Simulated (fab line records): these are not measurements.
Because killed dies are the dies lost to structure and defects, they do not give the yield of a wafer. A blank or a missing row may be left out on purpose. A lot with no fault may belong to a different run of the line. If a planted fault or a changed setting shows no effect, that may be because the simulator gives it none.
fab line records    flow n5_finfet    part 2 of 2: steps 22 to 31 of 31
[record] lots = 5  wafers = 15  last_day = 19
route steps=1938 shown BEOL_M14@1770 BEOL_M15@1773
lots that met no fault: taken from a fault-free run of the same line
start_h: hours from the record's first day to the start of the lot's first wafer shown    wait_h: hours elapsed since this lot's preceding step    " identical to the entry in the row above    L1.1+2: several wafers, shown together as one row    - either no value or no given start    * or withheld: withheld    < > ~ a bound
route shown NAME@n: NAME is a module with steps in the file, n the number in the route of the first one    usual: mean/standard deviation of fault-free wafers    same: alike in all rows    chamber/n: place in a boat    sites: each site's reading    _std_site: standard deviation across them    _edge_site: outer sites' mean less inner sites'    radius_mm: how far each site lies from the wafer's centre    mask NAME#n: copy n    behind: the most recent tool/chamber to have shaped the wafer    hold: why the lot was held/for how many hours/how that ended    device: whichever transistor did not switch (one of n, p or np)    end of line: tests run on the same wafers once the route is complete    a step with no rows: only its recipe    killed: dies that structure and defects cost at the first sort, which is not the same as the wafer's yield    map: shows each die of a wafer: x if killed, . if not, _ if none is there
set.NAME: the setting the step ran with; set.NAME@STEP: the setting that earlier step ran with    model.NAME: the simulator's own value behind a step, which no gauge read
lots seen at some steps along the route; tables by step, rows by wafer
services: from which hour (start_h, from the record's first day; less than 0 if before it) a tool's chamber was out of use, for how many hours, and why
[[steps]]
[step N5_BEOL_M15_STRIP_65]
[recipe] chemistry = post_etch_residue_remover  time_s = 60  temp_c = 25  remover_ph = withheld  remover_water_wt_pct = withheld  remover_fluoride_wt_pct = withheld
lot.wafer   tool          chamber  start_h  wait_h
L074.1+2+4  wet_bench-01  3,2,6    283.77   -
L084.2+3+4  wet_bench-02  7,1,2    337.58   -
L087.1+3+4  wet_bench-01  3,7,2    346.64   -
L086.2+4+6  wet_bench-04  6,2,1    363.13   -
L096.2+5+6  wet_bench-02  2,7,5    434.20   -
[step N5_BEOL_M15_SRD_66]
[recipe] time_s = 30  temp_c = 23  rinse_liquid = diw  dry = n2_spin  spin_rpm = 1500  dry_time_s = 30
[usual] bath_heat_duty_pct = 3.5/0.49
lot.wafer  tool          chamber  start_h  wait_h  bath_heat_duty_pct
L074.1     wet_bench-01  3        283.79   0.0     4.8
L074.2     "             2        "        "       3.3
L074.4     "             6        "        "       2.7
L084.2     wet_bench-02  7        337.60   0.0     3.6
L084.3     "             1        "        "       3.5
L084.4     "             2        "        "       3.1
L087.1     wet_bench-01  3        346.66   0.0     3.9
L087.3     "             7        "        "       3.6
L087.4     "             2        "        "       3.7
L086.2     wet_bench-04  6        363.15   0.0     3.2
L086.4     "             2        "        "       2.9
L086.6     "             1        "        "       3.0
L096.2     wet_bench-02  2        434.22   0.0     3.2
L096.5     "             7        "        "       3.5
L096.6     "             5        "        "       4.3
[step N5_BEOL_M15_CD_MEAS_17]
[recipe] target_cd_nm = 360  polarity = opening
[usual] cd_nm = 361.8/2.3
lot.wafer  tool       chamber  start_h  wait_h  cd_nm
L074.1     cd_sem-03  -        283.83   0.0     360.0
L074.2     "          -        "        "       359.8
L074.4     "          -        "        "       360.1
L084.2     cd_sem-02  -        337.65   0.0     359.4
L084.3     "          -        "        "       358.2
L084.4     "          -        "        "       362.1
L087.1     cd_sem-01  -        346.70   0.0     361.1
L087.3     "          -        "        "       364.2
L087.4     "          -        "        "       356.5
L086.2     cd_sem-02  -        363.19   0.0     356.6
L086.4     "          -        "        "       361.1
L086.6     "          -        "        "       358.2
L096.2     cd_sem-02  -        434.26   0.0     362.6
L096.5     "          -        "        "       362.6
L096.6     "          -        "        "       362.7
[step N5_BEOL_M15_COAT_56]
[recipe] resist = SOC  temp_c = 250  time_s = 60  spin_rpm = 1500  resist_thk_nm = 550
[usual] heater_power_total_W = 500.5/1.7
lot.wafer  tool            chamber  start_h  wait_h  heater_power_total_W
L074.1     litho_track-01  0        283.86   0.0     503.2
L074.2     "               0        "        "       497.6
L074.4     "               0        "        "       500.8
L084.2     litho_track-04  0        337.69   0.0     498.3
L084.3     "               0        "        "       499.7
L084.4     "               0        "        "       501.2
L087.1     litho_track-04  0        346.74   0.0     500.7
L087.3     "               0        "        "       501.5
L087.4     "               0        "        "       501.1
L086.2     litho_track-04  0        363.23   0.0     501.5
L086.4     "               0        "        "       498.1
L086.6     "               0        "        "       499.4
L096.2     litho_track-04  0        434.30   0.0     501.5
L096.5     "               0        "        "       500.7
L096.6     "               0        "        "       498.0
[step N5_BEOL_M15_ETCH_57]
[recipe] chemistry = N2/H2  target = SOC  source_w = 3000  bias_w = 350  time_s = 750  ion_energy_ev = 200  pressure_mtorr = 30  n2_flow_sccm = 200  h2_flow_sccm = 200
[usual] drypump_motor_current_A = 5.8/0.54  oes_product_au = 0.76/0.082  rf_vpp_V = 523.6/2.3  showerhead_plenum_p_Torr = 2.54/0.076  throttle_valve_pct = 17.95/0.3
lot.wafer  tool         chamber  start_h  wait_h  drypump_motor_current_A  oes_product_au  rf_hours_counter_h  rf_vpp_V  showerhead_plenum_p_Torr  throttle_valve_pct
L074.1     rie_diel-04  2        283.97   -       5.2                      0.89            26                  522.3     2.50                      17.66
L074.2     "            3        "        "       6.0                      0.72            200                 524.5     2.53                      18.03
L074.4     "            1        "        "       6.1                      0.76            150                 520.7     2.45                      18.37
L084.2     rie_diel-03  3        337.75   -       6.4                      0.79            114                 520.4     2.45                      17.67
L084.3     "            2        "        "       4.7                      0.72            196                 526.8     2.63                      18.14
L084.4     "            3        "        "       6.4                      0.78            -                   521.2     2.45                      17.66
L087.1     rie_diel-03  2        346.80   -       4.7                      0.72            200                 526.8     2.63                      18.18
L087.3     "            1        "        "       6.1                      0.69            241                 525.8     2.62                      18.02
L087.4     "            0        "        "       5.0                      0.69            205                 522.8     2.54                      18.26
L086.2     rie_diel-03  3        363.29   -       6.4                      0.78            121                 522.9     2.45                      17.69
L086.4     "            2        "        "       4.7                      0.71            204                 526.5     2.62                      18.16
L086.6     "            3        "        "       6.4                      0.78            -                   521.7     2.45                      17.68
L096.2     rie_diel-03  2        434.36   -       4.7                      0.70            229                 526.4     2.61                      18.20
L096.5     "            1        "        "       6.1                      0.94            -                   524.3     2.61                      17.59
L096.6     "            2        "        "       4.7                      0.70            -                   525.4     2.61                      18.21
[step N5_BEOL_M15_COAT_60]
[recipe] resist = BARC  temp_c = 205  time_s = 60  spin_rpm = 1500  resist_thk_nm = 89
[usual] heater_power_total_W = 391.8/1.4
lot.wafer  tool            chamber  start_h  wait_h  heater_power_total_W
L074.1     litho_track-05  0        284.47   0.3     393.2
L074.2     "               0        "        "       393.7
L074.4     "               0        "        "       390.6
L084.2     litho_track-01  0        338.26   0.3     390.9
L084.3     "               0        "        "       389.9
L084.4     "               0        "        "       392.9
L087.1     litho_track-05  0        347.30   0.3     391.2
L087.3     "               0        "        "       392.8
L087.4     "               0        "        "       392.2
L086.2     litho_track-01  0        363.79   0.3     391.1
L086.4     "               0        "        "       390.7
L086.6     "               0        "        "       393.1
L096.2     litho_track-01  0        434.87   0.3     392.3
L096.5     "               0        "        "       390.0
L096.6     "               0        "        "       392.6
[step N5_BEOL_M15_COAT_22]
[recipe] spin_rpm = 1704  resist_thk_nm = 800
lot.wafer   tool            chamber  start_h  wait_h
L074.1+2+4  litho_track-05  0        -        -
L084.2+3+4  litho_track-01  0        -        -
L087.1+3+4  litho_track-05  0        -        -
L086.2+4+6  litho_track-01  0        -        -
L096.2+5+6  litho_track-01  0        -        -
[step N5_BEOL_M15_EBR_24]
[recipe] solvent = PGMEA  ebr_width_mm = 1.5
lot.wafer   tool            chamber  start_h  wait_h
L074.1+2+4  litho_track-05  0        -        -
L084.2+3+4  litho_track-01  0        -        -
L087.1+3+4  litho_track-05  0        -        -
L086.2+4+6  litho_track-01  0        -        -
L096.2+5+6  litho_track-01  0        -        -
[step N5_BEOL_M15_SOFTBAKE_23]
[recipe] temp_c = 130  time_s = 60
[usual] heater_power_total_W = 218.7/1.6
lot.wafer  tool            chamber  start_h  wait_h  heater_power_total_W
L074.1     litho_track-05  0        -        -       220.9
L074.2     "               0        "        "       219.5
L074.4     "               0        "        "       220.8
L084.2     litho_track-01  0        -        -       221.1
L084.3     "               0        "        "       220.8
L084.4     "               0        "        "       220.7
L087.1     litho_track-05  0        -        -       216.8
L087.3     "               0        "        "       217.3
L087.4     "               0        "        "       216.9
L086.2     litho_track-01  0        -        -       216.8
L086.4     "               0        "        "       217.1
L086.6     "               0        "        "       220.0
L096.2     litho_track-01  0        -        -       217.4
L096.5     "               0        "        "       217.1
L096.6     "               0        "        "       219.3
[step N5_BEOL_M15_EXPOSE_25]
[recipe] mask_id = M15  na = 0.8  source_shape = annular  sigma_inner = 0.5  sigma_outer = 0.8  polarization = unpolarized  target_cd_nm = 400  dose_mj = 35.5
[usual] focus_offset_nm = -0.1/0.59
lot.wafer  tool            chamber  start_h  wait_h  mask   focus_offset_nm
L074.1     krf_scanner-02  0        284.69   -       M15#0  -0.5
L074.2     "               0        "        "       M15#0  0.3
L074.4     "               0        "        "       M15#0  0.1
L084.2     krf_scanner-01  0        338.49   -       M15#0  -0.4
L084.3     "               0        "        "       M15#0  -1.1
L084.4     "               0        "        "       M15#0  -0.4
L087.1     krf_scanner-02  0        347.53   -       M15#0  -0.3
L087.3     "               0        "        "       M15#0  0.6
L087.4     "               0        "        "       M15#0  0.2
L086.2     krf_scanner-01  0        364.02   -       M15#0  -0.2
L086.4     "               0        "        "       M15#0  -0.2
L086.6     "               0        "        "       M15#0  -0.2
L096.2     krf_scanner-01  0        435.10   -       M15#0  1.7
L096.5     "               0        "        "       M15#0  0.9
L096.6     "               0        "        "       M15#0  0.8
[[services]]
tool            chamber  start_h  hours  kind
krf_scanner-01  -        271.73   1.7    repair
krf_scanner-02  -        276.57   0.8    pm
krf_scanner-02  -        277.61   3.6    pm
rie_diel-01     3        288.09   4.2    repair
krf_scanner-01  -        291.47   0.2    repair
krf_scanner-01  -        300.85   1.3    pm
pecvd-04        2        301.00   2.5    repair
krf_scanner-02  -        303.59   4.0    pm
krf_scanner-01  -        314.16   1.8    repair
krf_scanner-02  -        319.79   0.5    repair
krf_scanner-01  -        329.55   1.0    pm
krf_scanner-02  -        330.59   1.0    pm
pecvd-02        -        337.78   0.8    pm
krf_scanner-02  -        345.29   1.3    pm
rie_diel-04     1        360.52   12.7   repair
pecvd-01        -        366.19   2.0    repair
rie_diel-01     0        369.92   15.6   repair
rie_diel-01     3        388.99   2.6    repair
pecvd-04        2        398.05   4.6    repair
rie_diel-01     2        401.92   6.6    repair
rie_diel-01     3        404.40   2.4    repair
rie_diel-01     1        411.12   6.8    repair
krf_scanner-01  -        411.95   0.8    pm
rie_diel-04     2        415.57   6.4    repair
